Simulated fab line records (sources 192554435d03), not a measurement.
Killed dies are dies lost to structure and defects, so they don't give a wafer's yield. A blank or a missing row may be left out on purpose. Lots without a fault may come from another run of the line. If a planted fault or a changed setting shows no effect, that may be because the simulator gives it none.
One fault seen from 3 desks	flow n5-finfet	every desk sees just its own numbers, and what lay behind them comes last

== THE DEFECT DESK ==
For each lot, the counts of the inspections along the route, averaged over the sampled wafers that have a number. If a lot's mean is further than 4 standard deviations from the usual mean, the lot is out of limits and carries the mark OUT (the distance appears in the brackets).
Columns: A = raw-defect-count at N5_SDB_INSPECT_13, usual 65
lot	first seen here	A
L373	day 4 17:55	91
L374	day 5 01:17	67
L385	day 7 17:09	46
L386	day 8 03:13	85
L387	day 8 04:43	48
L388	day 8 13:29	46
L389	day 8 22:36	91
L391	day 9 05:28	49
L392	day 9 09:49	52
Finding of this desk: none of the 9 lots has anything out of limits.

== THE TOOL OWNER'S DESK: remote-plasma-01 ==
The tool's own readings at N5_DUMMY_REMOVAL_PRECLEAN_08 (cleans in NF3:NH3, afs cycles 2, time 20 s, sublimation time 60 s): means of the sampled wafers that have a number, for each lot that ran on this tool. If a lot's mean is further than 4 standard deviations from the usual mean, the lot is out of limits and carries the mark OUT (the distance appears in the brackets).
Columns: A = rf-power-w at N5_DUMMY_REMOVAL_PRECLEAN_08, usual 30.01 W
lot	first seen here	A
L373	day 4 23:15	30.04
L374	day 5 05:42	30.03
L385	day 7 21:31	30.05
L387	day 8 09:06	30.02
L389	day 9 02:49	29.99
L392	day 9 15:28	30.18
Finding of this desk: none of the 6 lots has anything out of limits.

== AT THE METROLOGY DESK ==
What the gauges read, lot by lot, whatever tool the lot ran on: means of the sampled wafers that have a number. If a lot's mean is further than 4 standard deviations from the usual mean, the lot is out of limits and carries the mark OUT (the distance appears in the brackets). Of its 10 readings 7 are shown: those that lie furthest out on some lot.
Columns: A = DIBL_N at N5_BEOL_M4_RC_MEAS_101, usual 36.8 mV/V; B = DIBL_P at N5_BEOL_M4_RC_MEAS_101, usual 37.1 mV/V; C = IOFF_P at N5_BEOL_M4_RC_MEAS_101, usual 0.22 nA/um; D = ION_N at N5_BEOL_M4_RC_MEAS_101, usual 679 uA/um; E = ION_P at N5_BEOL_M4_RC_MEAS_101, usual 466 uA/um; F = VT_N at N5_BEOL_M4_RC_MEAS_101, usual 248.8 mV; G = VT_P at N5_BEOL_M4_RC_MEAS_101, usual -250 mV
lot	first seen here	A	B	C	D	E	F	G
L373	day 8 11:34	37.0	38.5	0.24	681	468	248.4	-249
L374	day 8 17:46	37.1	36.3	0.22	675	462	249.5	-248
L385	day 11 22:59	37.0	37.0	0.23	687	468	248.0	-248
L387	day 12 04:27	38.0	38.0	0.24	694	476	245.0	-248
L386	day 12 05:23	35.8	36.7	0.22	677	470	250.2	-250
L388	day 12 11:42	35.3	36.0	0.19	666	458	251.1	-252
L389	day 13 06:37	38.1	36.7	0.18	679	460	250.2	-256
L391	day 13 08:35	34.9	34.7	0.22	679	472	251.3	-248
L392	day 14 02:40	37.0	36.8	0.22	674	464	250.4	-248
Finding of this desk: none of the 9 lots has anything out of limits.

== ALL TOGETHER ==
Nothing the defect desk looked at was out of limits.
The tool owner's desk saw nothing out of limits.
The metrology desk saw nothing out of limits.

== WHAT THE SIMULATOR HAD PUT IN ==
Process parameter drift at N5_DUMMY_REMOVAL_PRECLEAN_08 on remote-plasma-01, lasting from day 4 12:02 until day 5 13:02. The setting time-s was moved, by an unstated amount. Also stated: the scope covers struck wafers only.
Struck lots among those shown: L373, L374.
